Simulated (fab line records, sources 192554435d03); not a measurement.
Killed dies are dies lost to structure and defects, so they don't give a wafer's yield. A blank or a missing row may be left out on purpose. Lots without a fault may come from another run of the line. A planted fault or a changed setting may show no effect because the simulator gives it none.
A struck lot beside a sound one | flow n5_finfet | 16 steps out of a route of 1938
Sound: wafers L102.1, L102.3, L102.4. Struck: wafers L112.1, L112.4, L112.5. The cause comes at the end.
At each step with rows: each side's tool, then ch and its chambers, then its first start. Under that, the readings that differ: sound wafers | struck wafers | difference of the means | sigmas: that difference in standard deviations of wafers without a fault.
alike: readings whose means differ by less than 2 such deviations, and words and numbers that are the same on both sides. not compared: withheld readings, readings that some wafer has no value for, bounds like >300 that may hide the same value, and numbers for which the record gives no deviation and whose values overlap.
The two part at a step that has a row with sigmas, a row that says differs or no value, or rows on one side only. Numbers that don't overlap but have no deviation are shown without sigmas and don't part them. A reading that every wafer of one side lacks parts them only if that side has two wafers or more.

first, 2 steps without rows for these wafers: N5_BEOL_M0_CUTY_PEB_55 (peb time 60 s); N5_BEOL_M0_CUTY_DEVELOP_56 (develop time 30 s).
N5_BEOL_M0_CUTY_CD_MEAS_57: target cd 200 nm.
  sound on cd_sem-03 ch 0, day 6 16:50; struck on cd_sem-02 ch 0, day 9 06:12
  alike: cd_nm
N5_BEOL_M0_CUTY_OVL_MEAS_58:
  sound on overlay-01 ch 0, day 6 16:52; struck on overlay-01 ch 0, day 9 06:14
  alike: M0_ABLK_OVL
N5_BEOL_M0_CUTY_INSPECT_59: inspects for defects (macro).
  sound on defect_inspect-01, day 6 16:53; struck on defect_inspect-01, day 9 06:16
  alike: raw_defect_count
N5_BEOL_M0_CUTY_DESCUM_61: chemistry O2, time 7.9 s.
  sound on rie_diel-04 ch 0,1,3, day 6 17:09; struck on rie_diel-03 ch 0,1,2, day 9 06:32
  alike: drypump_motor_current_A, oes_product_au, rf_vpp_V, showerhead_plenum_p_Torr, temp_c, throttle_valve_pct
  not compared: rf_hours_counter_h
N5_BEOL_M0_CUTY_ETCH_62: etches SiARC in CF4, time 58.5 s.
  sound on rie_diel-04 ch 0,1,3, day 6 17:11; struck on rie_diel-03 ch 0,1,2, day 9 06:35
  alike: cf4_flow_sccm, drypump_motor_current_A, etch_rf_on_time_s, oes_product_au, rf_vpp_V, showerhead_plenum_p_Torr, throttle_valve_pct
  not compared: rf_hours_counter_h
N5_BEOL_M0_CUTY_ETCH_63: etches SOC in N2/H2, target depth 82.7 nm, overetch 16.5 nm, time 124 s.
  sound on rie_diel-04 ch 0,1,3, day 6 17:14; struck on rie_diel-03 ch 0,1,2, day 9 06:38
  alike: drypump_motor_current_A, oes_product_au, rf_vpp_V, showerhead_plenum_p_Torr, temp_c, throttle_valve_pct
  not compared: rf_hours_counter_h
then, 1 step without rows for these wafers: N5_BEOL_M0_CUTY_STRIP_64 (strips in N2/H2).
N5_BEOL_M0_ETCH_138: etches SiCN in CH3F/O2, target depth 12 nm, time 31.6 s.
  sound on rie_diel-04 ch 0,1,3, day 6 17:22; struck on rie_diel-03 ch 0,1,2, day 9 06:45
  alike: drypump_motor_current_A, etch_rf_on_time_s, oes_product_au, rf_vpp_V, showerhead_plenum_p_Torr, throttle_valve_pct
  not compared: rf_hours_counter_h
N5_BEOL_M0_HM_OPEN_105: chemistry Cl2/BCl3, target TiN, target depth 12 nm.
  sound on rie_metal-02 ch 0,1, day 6 17:49; struck on rie_metal-03 ch 0,1, day 9 06:58
  reading               | sound          | struck         | difference | sigmas
  oes_product_au (a.u.) | 0.64 0.64 0.63 | 0.85 0.85 0.79 | +0.19      | +2
  alike: drypump_motor_current_A, throttle_valve_pct
  not compared: rf_hours_counter_h
then, 1 step without rows for these wafers: N5_BEOL_M0_STRIP_140 (strips in CF4).
N5_BEOL_M0_STRIP_104: strips in N2/H2.
  sound on rie_diel-03 ch 2,3, day 6 18:01; struck on rie_diel-03 ch 0,1,3, day 9 07:20
  reading     | sound             | struck            | difference | sigmas
  power_w (W) | 449.9 450.2 448.4 | 377.2 378.0 377.8 | -71.8      | -60
  alike: drypump_motor_current_A, oes_product_au, rf_vpp_V, showerhead_plenum_p_Torr, temp_c, throttle_valve_pct
  not compared: rf_hours_counter_h
then, 1 step without rows for these wafers: N5_BEOL_M0_WET_ETCH_106 (etches SiO2 in DHF, target depth 130 nm, rinse time 30 s).
N5_BEOL_M4_RC_MEAS_101:
  sound on prober-01 ch 0, day 9 07:37; struck on prober-01 ch 0, day 11 06:19
  alike: DIBL_N, DIBL_P, IOFF_N, IOFF_P, ION_N, ION_P, SS_N, SS_P, VT_N, VT_P
then, 1 step without rows for these wafers: N5_PASSIVATION_PROBE_49.

WHERE THEY PART
First at N5_BEOL_M0_HM_OPEN_105; last, within this record, at N5_BEOL_M0_STRIP_104. Later steps at which nothing parts them and some readings are alike: N5_BEOL_M4_RC_MEAS_101.

WHY: what the simulator had put in
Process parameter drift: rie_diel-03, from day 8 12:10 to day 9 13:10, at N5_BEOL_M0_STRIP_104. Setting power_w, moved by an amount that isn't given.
